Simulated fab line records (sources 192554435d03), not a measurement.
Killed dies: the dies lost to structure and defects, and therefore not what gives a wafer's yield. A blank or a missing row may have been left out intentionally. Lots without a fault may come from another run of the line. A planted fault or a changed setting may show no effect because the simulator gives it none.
fab line records	flow n5_finfet
record: lots: 24	wafers: 72	last_day: 20
route steps=1938 shown BEOL_M10@1531 BEOL_M11@1549 BEOL_M12@1615
lots with no fault: from the same line, run without faults
start_h: hours from the record's first day to the start of the lot's first wafer shown	wait_h: hours since the lot's step before	" repeats the value in the row above	L1.1+2: one row covering several wafers at once	- either no value or no given start	* or withheld: withheld	< > ~ a bound
route shown NAME@n: NAME is a module with steps in the file, n the number in the route of the first one	usual: mean/standard deviation taken from wafers without a fault	same: alike in all rows	chamber/n: place in a boat	sites: the reading at each site	_std_site: the standard deviation of these	_edge_site: outer sites' mean less inner sites'	radius_mm: for every site, how far away it sits from the centre of the wafer	mask NAME#n: copy n	behind: the tool/chamber that last shaped the wafer	hold: why the lot went on hold/how many hours it stayed there/how the hold came to an end	device: the n, p or np transistor that did not switch	end of line: at the end of the route, the tests of the same wafers	a step with no rows: only its recipe	killed: not the wafer's yield, but the dies lost to structure and defects at the first sort	map: a wafer's dies, x killed, . not, _ none there
set.NAME: setting as actually run; set.NAME@STEP: the setting as run at that earlier step	model.NAME: the simulator's own value behind a step, which no gauge read
route steps across a sampled set of lots; one table per step, one row per wafer
services: a tool's chamber out of use, with start hour (start_h, from the record's first day; less than 0 if before it), hours out, and reason
== steps ==
step: N5_BEOL_M10_THK_MEAS_53
recipe: thk_meas_gauge: xrf	reads: Cu_of_BEOL_M10_ECD_50
usual: M10_THK: 139/3.3
lot.wafer	tool	chamber	start_h	wait_h	M10_THK[nm]
L075.2	film_metro-02	-	241.19	-	143
L075.4	"	-	"	"	143
L075.6	"	-	"	"	143
L074.4	film_metro-02	-	241.47	-	135
L074.5	"	-	"	"	141
L074.6	"	-	"	"	138
L076.1	film_metro-01	-	249.30	-	143
L076.2	"	-	"	"	136
L076.5	"	-	"	"	134
L079.1	film_metro-01	-	255.17	-	137
L079.2	"	-	"	"	133
L079.6	"	-	"	"	137
L077.1	film_metro-01	-	272.44	-	146
L077.3	"	-	"	"	142
L077.5	"	-	"	"	144
L078.2	film_metro-01	-	274.95	-	138
L078.4	"	-	"	"	135
L078.5	"	-	"	"	134
L081.3	film_metro-01	-	285.32	-	140
L081.4	"	-	"	"	141
L081.5	"	-	"	"	144
L080.1	film_metro-01	-	287.75	-	136
L080.3	"	-	"	"	132
L080.6	"	-	"	"	138
L082.2	film_metro-01	-	293.42	-	139
L082.3	"	-	"	"	142
L082.5	"	-	"	"	141
L083.1	film_metro-02	-	293.91	-	130
L083.5	"	-	"	"	134
L083.6	"	-	"	"	138
L084.1	film_metro-02	-	297.15	-	144
L084.3	"	-	"	"	138
L084.6	"	-	"	"	141
L085.1	film_metro-01	-	301.05	-	136
L085.2	"	-	"	"	131
L085.6	"	-	"	"	136
L086.3	film_metro-02	-	317.67	-	139
L086.4	"	-	"	"	144
L086.5	"	-	"	"	140
L087.3	film_metro-02	-	326.18	-	137
L087.5	"	-	"	"	137
L087.6	"	-	"	"	137
L090.2	film_metro-02	-	331.16	-	139
L090.3	"	-	"	"	142
L090.4	"	-	"	"	146
L088.1	film_metro-01	-	331.52	-	137
L088.2	"	-	"	"	139
L088.5	"	-	"	"	136
L089.1	film_metro-02	-	332.51	-	141
L089.3	"	-	"	"	143
L089.4	"	-	"	"	143
L092.2	film_metro-01	-	337.12	-	141
L092.5	"	-	"	"	139
L092.6	"	-	"	"	138
L091.3	film_metro-02	-	345.05	-	142
L091.5	"	-	"	"	141
L091.6	"	-	"	"	139
L093.1	film_metro-01	-	353.08	-	137
L093.4	"	-	"	"	141
L093.5	"	-	"	"	138
L095.2	film_metro-01	-	359.91	-	135
L095.3	"	-	"	"	134
L095.5	"	-	"	"	136
L094.1	film_metro-01	-	360.80	-	138
L094.5	"	-	"	"	137
L094.6	"	-	"	"	134
L096.1	film_metro-02	-	386.83	-	142
L096.3	"	-	"	"	137
L096.5	"	-	"	"	138
L097.1	film_metro-02	-	419.74	-	137
L097.2	"	-	"	"	140
L097.3	"	-	"	"	140
step: N5_BEOL_M11_CD_MEAS_11
recipe: target_cd_nm: 64.1	landing_energy_ev: 500	detector: se_inlens	polarity: opening
usual: cd_nm: 63.8/0.51
lot.wafer	tool	chamber	start_h	wait_h	cd_nm
L075.2	cd_sem-02	0	243.57	-	63.7
L075.4	"	0	"	"	63.2
L075.6	"	0	"	"	64.0
L074.4	cd_sem-03	0	243.73	-	63.7
L074.5	"	0	"	"	63.9
L074.6	"	0	"	"	63.7
L076.1	cd_sem-03	0	253.50	-	64.3
L076.2	"	0	"	"	64.1
L076.5	"	0	"	"	64.0
L079.1	cd_sem-03	0	258.45	-	63.5
L079.2	"	0	"	"	63.8
L079.6	"	0	"	"	63.8
L077.1	cd_sem-02	0	274.01	-	64.4
L077.3	"	0	"	"	64.9
L077.5	"	0	"	"	64.5
L078.2	cd_sem-02	0	276.79	-	63.8
L078.4	"	0	"	"	64.2
L078.5	"	0	"	"	63.3
L081.3	cd_sem-03	0	286.94	-	64.5
L081.4	"	0	"	"	64.4
L081.5	"	0	"	"	64.0
L080.1	cd_sem-03	0	291.12	-	63.1
L080.3	"	0	"	"	64.1
L080.6	"	0	"	"	63.0
L082.2	cd_sem-03	0	295.75	-	64.4
L082.3	"	0	"	"	63.6
L082.5	"	0	"	"	63.7
L083.1	cd_sem-03	0	295.92	-	64.4
L083.5	"	0	"	"	64.2
L083.6	"	0	"	"	63.7
L084.1	cd_sem-03	0	300.28	-	64.1
L084.3	"	0	"	"	64.0
L084.6	"	0	"	"	64.1
L085.1	cd_sem-01	0	303.10	-	63.6
L085.2	"	0	"	"	62.9
L085.6	"	0	"	"	64.2
L086.3	cd_sem-01	0	320.72	-	65.0
L086.4	"	0	"	"	64.3
L086.5	"	0	"	"	64.5
L087.3	cd_sem-02	0	327.53	-	63.1
L087.5	"	0	"	"	63.5
L087.6	"	0	"	"	63.4
L090.2	cd_sem-03	0	332.61	-	63.1
L090.3	"	0	"	"	64.1
L090.4	"	0	"	"	64.3
L088.1	cd_sem-03	0	333.97	-	63.7
L088.2	"	0	"	"	63.6
L088.5	"	0	"	"	64.2
L089.1	cd_sem-01	0	334.55	-	64.2
L089.3	"	0	"	"	64.0
L089.4	"	0	"	"	64.3
L092.2	cd_sem-02	0	338.68	-	64.9
L092.5	"	0	"	"	63.2
L092.6	"	0	"	"	63.2
L091.3	cd_sem-01	0	346.97	-	63.8
L091.5	"	0	"	"	64.3
L091.6	"	0	"	"	64.3
L093.1	cd_sem-03	0	354.92	-	63.4
L093.4	"	0	"	"	63.2
L093.5	"	0	"	"	64.3
L095.2	cd_sem-01	0	362.83	-	63.3
L095.3	"	0	"	"	63.8
L095.5	"	0	"	"	63.5
L094.1	cd_sem-03	0	363.44	-	62.8
L094.5	"	0	"	"	63.2
L094.6	"	0	"	"	63.6
L096.1	cd_sem-02	0	389.34	-	64.2
L096.3	"	0	"	"	64.2
L096.5	"	0	"	"	65.1
L097.1	cd_sem-02	0	422.41	-	64.6
L097.2	"	0	"	"	63.8
L097.3	"	0	"	"	63.6
step: N5_BEOL_M11_OCD_MEAS_38
usual: trench_depth_nm: 148.1/2.7
lot.wafer	tool	chamber	start_h	wait_h	trench_depth_nm
L074.4	ocd-01	-	246.77	-	148.5
L074.5	"	-	"	"	147.1
L074.6	"	-	"	"	149.1
L075.2	ocd-02	-	247.85	-	151.1
L075.4	"	-	"	"	147.5
L075.6	"	-	"	"	151.0
L076.1	ocd-02	-	255.40	-	144.7
L076.2	"	-	"	"	148.4
L076.5	"	-	"	"	143.9
L079.1	ocd-02	-	261.49	-	151.4
L079.2	"	-	"	"	145.3
L079.6	"	-	"	"	146.8
L077.1	ocd-01	-	275.57	-	145.9
L077.3	"	-	"	"	146.4
L077.5	"	-	"	"	151.3
L078.2	ocd-01	-	282.03	-	151.7
L078.4	"	-	"	"	144.0
L078.5	"	-	"	"	151.7
L081.3	ocd-01	-	289.96	-	147.6
L081.4	"	-	"	"	145.4
L081.5	"	-	"	"	147.4
L080.1	ocd-01	-	295.05	-	149.6
L080.3	"	-	"	"	150.2
L080.6	"	-	"	"	152.6
L082.2	ocd-02	-	297.42	-	149.1
L082.3	"	-	"	"	148.8
L082.5	"	-	"	"	150.4
L083.1	ocd-01	-	299.81	-	150.1
L083.5	"	-	"	"	147.3
L083.6	"	-	"	"	151.3
L084.1	ocd-02	-	302.33	-	147.1
L084.3	"	-	"	"	146.6
L084.6	"	-	"	"	145.1
L085.1	ocd-01	-	304.81	-	148.8
L085.2	"	-	"	"	149.0
L085.6	"	-	"	"	145.2
L086.3	ocd-01	-	322.73	-	143.9
L086.4	"	-	"	"	150.1
L086.5	"	-	"	"	145.6
L087.3	ocd-02	-	330.70	-	147.5
L087.5	"	-	"	"	149.3
L087.6	"	-	"	"	151.7
L090.2	ocd-01	-	334.13	-	147.6
L090.3	"	-	"	"	150.6
L090.4	"	-	"	"	146.0
L088.1	ocd-02	-	338.44	-	149.8
L088.2	"	-	"	"	147.6
L088.5	"	-	"	"	148.9
L089.1	ocd-02	-	338.62	-	147.7
L089.3	"	-	"	"	148.5
L089.4	"	-	"	"	148.1
L092.2	ocd-01	-	345.38	-	145.8
L092.5	"	-	"	"	146.2
L092.6	"	-	"	"	150.0
L091.3	ocd-02	-	351.01	-	148.1
L091.5	"	-	"	"	149.5
L091.6	"	-	"	"	147.0
L093.1	ocd-01	-	357.66	-	148.0
L093.4	"	-	"	"	153.1
L093.5	"	-	"	"	145.4
L095.2	ocd-01	-	365.59	-	151.8
L095.3	"	-	"	"	149.3
L095.5	"	-	"	"	143.2
L094.1	ocd-01	-	365.77	-	150.0
L094.5	"	-	"	"	149.7
L094.6	"	-	"	"	150.0
L096.1	ocd-02	-	391.69	-	151.1
L096.3	"	-	"	"	143.9
L096.5	"	-	"	"	146.5
L097.1	ocd-02	-	426.21	-	146.4
L097.2	"	-	"	"	145.8
L097.3	"	-	"	"	148.2
step: N5_BEOL_M11_DEP_56
recipe: material: SiCN	target_thk_a: 300	temp_c: withheld	precursor: 3MS/NH3	pressure_torr: 3	rf_w: 675	time_s: 10.5
usual: showerhead_plenum_p_Torr: 4.168/0.025	throttle_valve_pct: 18.3/0.76
lot.wafer	tool	chamber	start_h	wait_h	showerhead_plenum_p_Torr	throttle_valve_pct
L074.4	pecvd-01	1	249.34	0.0	4.145	18.4
L074.5	"	2	"	"	4.178	17.6
L074.6	"	0	"	"	4.151	18.1
L075.2	pecvd-04	0	251.39	0.0	4.202	18.8
L075.4	"	2	"	"	4.187	18.2
L075.6	"	1	"	"	4.118	20.0
L076.1	pecvd-04	1	259.57	0.0	4.123	20.0
L076.2	"	2	"	"	4.187	18.2
L076.5	"	2	"	"	4.204	18.3
L079.1	pecvd-03	0	265.54	0.0	4.178	18.1
L079.2	"	1	"	"	4.182	18.5
L079.6	"	0	"	"	4.171	18.2
L077.1	pecvd-04	2	278.72	0.0	4.192	18.1
L077.3	"	0	"	"	4.207	18.9
L077.5	"	1	"	"	4.121	20.4
L078.2	pecvd-01	2	285.91	0.0	4.162	17.5
L078.4	"	2	"	"	4.171	17.6
L078.5	"	0	"	"	4.148	17.9
L081.3	pecvd-01	2	292.83	0.0	4.175	17.9
L081.4	"	0	"	"	4.163	17.9
L081.5	"	0	"	"	4.154	17.8
L080.1	pecvd-04	0	297.85	0.0	4.217	19.0
L080.3	"	2	"	"	4.191	18.2
L080.6	"	2	"	"	4.195	18.0
L082.2	pecvd-03	1	301.38	0.0	4.184	18.3
L082.3	"	2	"	"	4.150	17.4
L082.5	"	1	"	"	4.171	18.7
L083.1	pecvd-03	0	302.36	0.0	4.174	18.3
L083.5	"	2	"	"	4.151	17.6
L083.6	"	0	"	"	4.178	18.1
L084.1	pecvd-03	0	305.00	0.0	4.168	18.1
L084.3	"	1	"	"	4.176	18.4
L084.6	"	2	"	"	4.143	17.3
L085.1	pecvd-03	2	307.18	0.0	4.153	17.5
L085.2	"	1	"	"	4.177	18.7
L085.6	"	0	"	"	4.171	17.8
L086.3	pecvd-01	0	326.57	0.0	4.153	17.9
L086.4	"	1	"	"	4.159	18.3
L086.5	"	1	"	"	4.162	18.3
L087.3	pecvd-04	1	333.13	0.0	4.123	19.9
L087.5	"	1	"	"	4.125	20.5
L087.6	"	0	"	"	4.208	19.0
L090.2	pecvd-04	2	336.46	0.0	4.186	18.3
L090.3	"	1	"	"	4.120	20.1
L090.4	"	0	"	"	4.213	18.6
L088.1	pecvd-03	0	340.50	0.0	4.177	18.0
L088.2	"	2	"	"	4.153	17.9
L088.5	"	0	"	"	4.175	17.9
L089.1	pecvd-03	2	340.82	0.0	4.154	17.5
L089.3	"	1	"	"	4.181	18.5
L089.4	"	1	"	"	4.182	18.3
L092.2	pecvd-03	2	347.95	0.0	4.160	17.4
L092.5	"	1	"	"	4.169	18.3
L092.6	"	0	"	"	4.177	18.2
L091.3	pecvd-03	0	353.87	0.0	4.168	18.1
L091.5	"	0	"	"	4.184	18.1
L091.6	"	2	"	"	4.162	17.9
L093.1	pecvd-01	0	360.32	0.0	4.158	17.8
L093.4	"	2	"	"	4.164	17.9
L093.5	"	0	"	"	4.151	17.9
L095.2	pecvd-04	1	367.90	0.0	4.124	20.0
L095.3	"	0	"	"	4.206	18.8
L095.5	"	1	"	"	4.114	20.0
L094.1	pecvd-03	0	368.21	0.0	4.166	18.2
L094.5	"	2	"	"	4.155	17.4
L094.6	"	0	"	"	4.168	17.9
L096.1	pecvd-04	2	394.25	0.0	4.189	18.1
L096.3	"	0	"	"	4.219	18.7
L096.5	"	2	"	"	4.193	18.3
L097.1	pecvd-01	2	429.47	0.0	4.169	17.9
L097.2	"	0	"	"	4.163	17.9
L097.3	"	2	"	"	4.170	17.6
step: N5_BEOL_M12_DESCUM_15
recipe: chemistry: O2	time_s: 7.9	source_power_w: 50	bias_power_w: 20	pressure_mtorr: 20	rf_frequency_hz: 2.712e+07	temp_c: 40	o2_flow_sccm: 225
usual: drypump_motor_current_A: 5.7/0.43	o2_flow_sccm: 224.9/0.6	oes_product_au: 0.81/0.092	rf_vpp_V: 243.5/1.5	showerhead_plenum_p_Torr: 2.11/0.078	throttle_valve_pct: 20.26/0.18
lot.wafer	tool	chamber	start_h	wait_h	drypump_motor_current_A	o2_flow_sccm	oes_product_au	rf_hours_counter_h	rf_vpp_V	showerhead_plenum_p_Torr	throttle_valve_pct
L074.4	rie_diel-02	0	249.99	0.0	5.3	223.6	0.70	-	243.4	2.06	20.26
L074.5	"	1	"	"	5.7	225.4	0.74	-	240.5	2.00	20.31
L074.6	"	3	"	"	5.7	225.8	0.96	-	243.5	2.15	19.88
L075.2	rie_diel-02	0	252.16	0.0	5.3	226.1	0.71	215	242.0	2.06	20.25
L075.4	"	3	"	"	5.7	225.3	0.96	-	244.5	2.15	19.89
L075.6	"	0	"	"	5.3	225.2	0.70	-	242.1	2.06	20.27
L076.1	rie_diel-02	3	260.23	0.0	5.7	223.3	0.94	7	244.0	2.14	19.89
L076.2	"	0	"	"	5.3	225.1	0.70	219	242.5	2.06	20.27
L076.5	"	0	"	"	5.3	225.4	0.70	-	242.0	2.06	20.28
L079.1	rie_diel-04	1	266.25	0.1	6.4	224.4	0.70	241	244.4	2.12	20.49
L079.2	"	0	"	"	5.7	224.0	0.87	58	244.9	2.20	20.13
L079.6	"	2	"	"	5.7	223.9	0.79	-	241.3	2.02	20.21
L077.1	rie_diel-02	1	279.37	0.0	5.7	224.4	0.74	176	241.5	1.99	20.33
L077.3	"	0	"	"	5.3	224.4	0.69	228	245.2	2.06	20.30
L077.5	"	1	"	"	5.7	225.1	0.73	-	240.9	1.99	20.32
L078.2	rie_diel-04	3	286.58	0.1	5.8	224.1	0.71	205	242.7	2.06	20.19
L078.4	"	2	"	"	5.8	225.1	0.79	112	241.6	2.02	20.24
L078.5	"	0	"	"	5.7	225.5	0.86	-	244.2	2.20	20.17
L081.3	rie_diel-02	1	293.60	0.0	5.7	224.4	0.73	182	241.9	1.99	20.36
L081.4	"	0	"	"	5.3	225.1	0.69	234	243.2	2.06	20.30
L081.5	"	1	"	"	5.7	224.7	0.73	-	241.1	1.99	20.35
L080.1	rie_diel-01	0	298.67	0.0	4.9	224.9	0.70	230	243.2	2.08	20.68
L080.3	"	2	"	"	6.4	224.7	0.83	84	244.8	2.22	20.37
L080.6	"	3	"	"	4.9	225.4	0.81	-	243.4	2.21	20.25
L082.2	rie_diel-04	0	302.03	0.0	5.7	224.7	0.86	70	244.3	2.20	20.18
L082.3	"	2	"	"	5.7	224.4	0.77	118	241.7	2.02	20.21
L082.5	"	2	"	"	5.8	224.9	0.79	-	243.1	2.02	20.22
L083.1	rie_diel-01	0	303.16	0.0	4.9	225.0	0.70	232	243.4	2.08	20.67
L083.5	"	3	"	"	4.9	226.0	0.82	-	245.3	2.20	20.25
L083.6	"	0	"	"	4.9	224.7	0.70	-	242.3	2.08	20.68
L084.1	rie_diel-01	1	305.84	0.0	5.3	225.2	0.90	24	241.8	2.06	20.35
L084.3	"	3	"	"	4.9	225.3	0.81	95	245.3	2.20	20.25
L084.6	"	2	"	"	6.4	224.8	0.83	-	245.4	2.21	20.39
L085.1	rie_diel-02	2	307.96	0.0	5.9	224.7	0.94	14	245.8	2.22	20.37
L085.2	"	0	"	"	5.3	225.0	0.69	240	242.2	2.05	20.32
L085.6	"	3	"	"	5.6	224.6	0.90	-	244.8	2.14	19.92
L086.3	rie_diel-04	2	327.22	0.0	5.8	225.7	0.76	131	240.9	2.01	20.23
L086.4	"	3	"	"	5.8	225.2	0.69	-	242.5	2.05	20.24
L086.5	"	2	"	"	5.8	225.8	0.77	-	243.3	2.01	20.25
L087.3	rie_diel-04	0	333.78	0.0	5.7	224.1	0.84	79	245.9	2.20	20.19
L087.5	"	1	"	"	6.4	224.8	0.99	-	244.6	2.12	20.13
L087.6	"	0	"	"	5.7	224.8	0.84	-	245.8	2.20	20.19
L090.2	rie_diel-01	1	337.23	0.0	5.3	224.0	0.87	36	242.3	2.05	20.37
L090.3	"	3	"	"	4.9	224.8	0.80	107	244.0	2.20	20.27
L090.4	"	0	"	"	4.9	225.3	0.70	244	241.4	2.07	20.68
L088.1	rie_diel-02	3	341.28	0.0	5.7	225.1	0.88	38	243.8	2.13	19.92
L088.2	"	1	"	"	5.7	226.1	0.73	195	240.9	1.99	20.36
L088.5	"	1	"	"	5.6	225.0	0.73	-	240.9	1.99	20.36
L089.1	rie_diel-01	0	341.58	0.2	4.9	224.2	0.70	246	242.7	2.07	20.69
L089.3	"	1	"	"	5.3	225.2	0.88	37	240.7	2.05	20.37
L089.4	"	3	"	"	4.9	224.8	0.80	108	244.9	2.20	20.28
L092.2	rie_diel-04	1	348.60	0.0	6.4	224.3	0.95	6	245.6	2.12	20.12
L092.5	"	1	"	"	6.4	225.7	0.96	-	244.3	2.12	20.12
L092.6	"	0	"	"	5.7	225.5	0.83	-	244.4	2.19	20.20
L091.3	rie_diel-02	2	354.64	0.0	5.9	223.8	0.90	34	246.0	2.22	20.41
L091.5	"	0	"	"	5.3	224.1	0.98	-	242.3	2.05	19.90
L091.6	"	3	"	"	5.7	224.4	0.86	-	244.0	2.13	19.94
L093.1	rie_diel-04	2	360.97	0.0	5.8	225.1	0.76	144	240.6	2.01	20.25
L093.4	"	1	"	"	6.4	225.5	0.93	13	244.5	2.11	20.11
L093.5	"	0	"	"	5.7	224.7	0.82	-	244.2	2.19	20.20
L095.2	rie_diel-04	1	368.68	0.0	6.4	224.5	0.93	15	244.2	2.11	20.14
L095.3	"	0	"	"	5.7	225.3	0.82	92	244.0	2.19	20.21
L095.5	"	1	"	"	6.4	225.2	0.93	-	243.6	2.11	20.13
L094.1	rie_diel-02	2	369.15	0.2	5.9	224.4	0.88	38	244.2	2.21	20.40
L094.5	"	2	"	"	5.9	224.5	0.89	-	245.0	2.21	20.41
L094.6	"	3	"	"	5.6	223.7	0.85	-	242.0	2.13	19.95
L096.1	rie_diel-01	3	395.21	0.3	4.9	225.4	0.79	128	244.4	2.19	20.31
L096.3	"	2	"	"	6.4	224.6	0.79	120	244.6	2.20	20.43
L096.5	"	3	"	"	4.9	224.9	0.78	-	244.4	2.19	20.32
L097.1	rie_diel-04	0	430.13	0.0	5.7	224.7	0.81	113	245.1	2.18	20.23
L097.2	"	3	"	"	5.8	224.5	0.67	252	241.0	2.04	20.27
L097.3	"	1	"	"	6.4	225.2	0.89	35	245.1	2.11	20.16
step: N5_BEOL_M12_ETCH_59
recipe: chemistry: N2/H2	target: BARC	target_depth_a: 890	overetch_a: 267	time_s: 67.9	ion_energy_ev: 200	pressure_mtorr: 30	source_w: 840	bias_w: 150	n2_flow_sccm: 200	h2_flow_sccm: 200
usual: drypump_motor_current_A: 5.7/0.43	oes_product_au: 0.69/0.074	rf_vpp_V: 524.6/2.7	showerhead_plenum_p_Torr: 2.57/0.1	throttle_valve_pct: 17.79/0.16
lot.wafer	tool	chamber	start_h	wait_h	drypump_motor_current_A	oes_product_au	rf_hours_counter_h	rf_vpp_V	showerhead_plenum_p_Torr	throttle_valve_pct
L074.4	rie_diel-02	0	250.03	0.0	5.3	0.61	-	522.5	2.51	17.78
L074.5	"	1	"	"	5.7	0.64	-	520.6	2.43	17.84
L074.6	"	3	"	"	5.7	0.82	-	526.3	2.62	17.51
L075.2	rie_diel-02	0	252.19	0.0	5.3	0.60	215	523.2	2.51	17.77
L075.4	"	3	"	"	5.7	0.81	-	525.7	2.62	17.50
L075.6	"	0	"	"	5.3	0.61	-	524.4	2.51	17.78
L076.1	rie_diel-02	3	260.27	0.0	5.7	0.80	7	523.8	2.62	17.51
L076.2	"	0	"	"	5.3	0.60	219	523.5	2.51	17.77
L076.5	"	0	"	"	5.3	0.61	-	523.9	2.51	17.79
L079.1	rie_diel-04	1	266.28	0.0	6.4	0.61	241	524.8	2.60	18.04
L079.2	"	0	"	"	5.7	0.74	58	527.5	2.70	17.81
L079.6	"	2	"	"	5.8	0.68	-	522.2	2.46	17.60
L077.1	rie_diel-02	1	279.40	0.0	5.6	0.63	176	520.7	2.43	17.85
L077.3	"	0	"	"	5.3	0.60	228	524.3	2.50	17.78
L077.5	"	1	"	"	5.6	0.64	-	521.2	2.43	17.86
L078.2	rie_diel-04	3	286.62	0.0	5.8	0.61	205	523.3	2.53	18.02
L078.4	"	2	"	"	5.7	0.68	112	521.7	2.45	17.62
L078.5	"	0	"	"	5.7	0.74	-	528.8	2.70	17.82
L081.3	rie_diel-02	1	293.63	0.0	5.7	0.63	183	519.0	2.43	17.88
L081.4	"	0	"	"	5.3	0.60	234	523.0	2.50	17.81
L081.5	"	1	"	"	5.6	0.63	-	520.8	2.43	17.87
L080.1	rie_diel-01	0	298.71	0.0	4.9	0.60	230	523.7	2.49	17.95
L080.3	"	2	"	"	6.4	0.70	84	527.5	2.69	17.91
L080.6	"	3	"	"	4.9	0.69	-	529.0	2.68	17.74
L082.2	rie_diel-04	0	302.06	0.0	5.7	0.73	70	526.5	2.70	17.84
L082.3	"	2	"	"	5.8	0.67	118	520.3	2.45	17.62
L082.5	"	2	"	"	5.8	0.67	-	522.3	2.45	17.61
L083.1	rie_diel-01	0	303.19	0.0	4.9	0.60	232	522.0	2.49	17.95
L083.5	"	3	"	"	4.9	0.68	-	527.2	2.68	17.74
L083.6	"	0	"	"	4.9	0.60	-	523.3	2.49	17.94
L084.1	rie_diel-01	1	305.87	0.0	5.3	0.76	25	522.6	2.49	17.71
L084.3	"	3	"	"	4.9	0.69	95	527.4	2.68	17.74
L084.6	"	2	"	"	6.4	0.70	-	527.0	2.69	17.92
L085.1	rie_diel-02	2	307.99	0.0	5.9	0.80	14	529.4	2.71	17.91
L085.2	"	0	"	"	5.3	0.59	240	523.3	2.50	17.82
L085.6	"	3	"	"	5.7	0.76	-	525.6	2.61	17.54
L086.3	rie_diel-04	2	327.25	0.0	5.7	0.66	131	521.9	2.45	17.64
L086.4	"	3	"	"	5.8	0.59	-	522.9	2.52	18.06
L086.5	"	2	"	"	5.7	0.66	-	521.2	2.45	17.65
L087.3	rie_diel-04	0	333.81	0.0	5.7	0.72	79	528.9	2.69	17.84
L087.5	"	1	"	"	6.4	0.84	-	524.5	2.59	17.59
L087.6	"	0	"	"	5.7	0.72	-	528.6	2.69	17.87
L090.2	rie_diel-01	1	337.27	0.0	5.3	0.74	36	523.4	2.48	17.74
L090.3	"	3	"	"	4.9	0.68	107	528.5	2.68	17.76
L090.4	"	0	"	"	5.0	0.59	244	522.6	2.48	17.95
L088.1	rie_diel-02	3	341.31	0.0	5.6	0.74	38	525.4	2.61	17.55
L088.2	"	1	"	"	5.7	0.62	195	520.5	2.42	17.90
L088.5	"	1	"	"	5.7	0.63	-	520.4	2.42	17.89
L089.1	rie_diel-01	0	341.62	0.0	4.9	0.60	246	523.2	2.48	17.98
L089.3	"	1	"	"	5.3	0.74	37	521.1	2.48	17.75
L089.4	"	3	"	"	4.9	0.68	108	526.6	2.68	17.76
L092.2	rie_diel-04	1	348.63	0.0	6.4	0.81	6	526.2	2.59	17.60
L092.5	"	1	"	"	6.4	0.82	-	525.3	2.59	17.61
L092.6	"	0	"	"	5.7	0.72	-	527.0	2.69	17.85
L091.3	rie_diel-02	2	354.68	0.0	5.9	0.76	34	528.5	2.70	17.94
L091.5	"	0	"	"	5.3	0.83	-	524.0	2.49	17.39
L091.6	"	3	"	"	5.6	0.73	-	523.5	2.60	17.59
L093.1	rie_diel-04	2	361.01	0.0	5.7	0.65	144	521.7	2.44	17.67
L093.4	"	1	"	"	6.4	0.80	13	525.2	2.59	17.61
L093.5	"	0	"	"	5.7	0.71	-	528.2	2.69	17.86
L095.2	rie_diel-04	1	368.71	0.0	6.4	0.79	15	524.4	2.59	17.61
L095.3	"	0	"	"	5.7	0.70	92	528.8	2.69	17.86
L095.5	"	1	"	"	6.4	0.78	-	526.2	2.59	17.61
L094.1	rie_diel-02	2	369.18	0.0	5.9	0.76	38	529.0	2.70	17.94
L094.5	"	2	"	"	5.9	0.76	-	527.9	2.70	17.96
L094.6	"	3	"	"	5.7	0.73	-	526.0	2.60	17.59
L096.1	rie_diel-01	3	395.24	0.0	4.9	0.66	128	525.2	2.67	17.80
L096.3	"	2	"	"	6.4	0.67	120	525.3	2.68	17.98
L096.5	"	3	"	"	4.9	0.66	-	527.0	2.67	17.80
L097.1	rie_diel-04	0	430.17	0.0	5.8	0.69	113	526.3	2.68	17.91
L097.2	"	3	"	"	5.8	0.58	252	522.0	2.51	18.09
L097.3	"	1	"	"	6.4	0.75	35	524.4	2.58	17.65
== services ==
tool	chamber	start_h	hours	kind
rie_diel-02	2	244.49	-	clean
rie_diel-02	2	244.49	-	consumable_replace:focus_ring
rie_diel-02	2	244.49	-	consumable_replace:showerhead
rie_diel-02	2	244.49	30.8	scheduled_down
rie_diel-02	2	244.49	30.8	vent_cycle
pecvd-03	-	262.15	0.7	repair
pecvd-01	1	294.60	5.9	repair
rie_diel-02	1	300.39	15.4	repair
rie_diel-02	3	305.25	2.1	repair
rie_diel-04	1	308.27	2.9	repair
rie_diel-04	0	311.57	9.9	repair
pecvd-01	2	323.02	8.5	repair
rie_diel-02	0	338.41	-	clean
rie_diel-02	0	338.41	-	consumable_replace:focus_ring
rie_diel-02	0	338.41	14.4	scheduled_down
rie_diel-02	0	338.41	14.4	vent_cycle
rie_diel-04	3	346.23	10.6	repair
rie_diel-04	-	352.25	0.6	repair
rie_diel-01	0	371.46	2.1	repair
pecvd-03	1	375.40	5.5	scheduled_down
rie_diel-01	0	383.71	77.6	repair
pecvd-03	-	384.77	0.5	repair
rie_diel-02	0	389.92	9.1	repair
pecvd-01	1	426.10	12.0	repair
== key ==
fault none
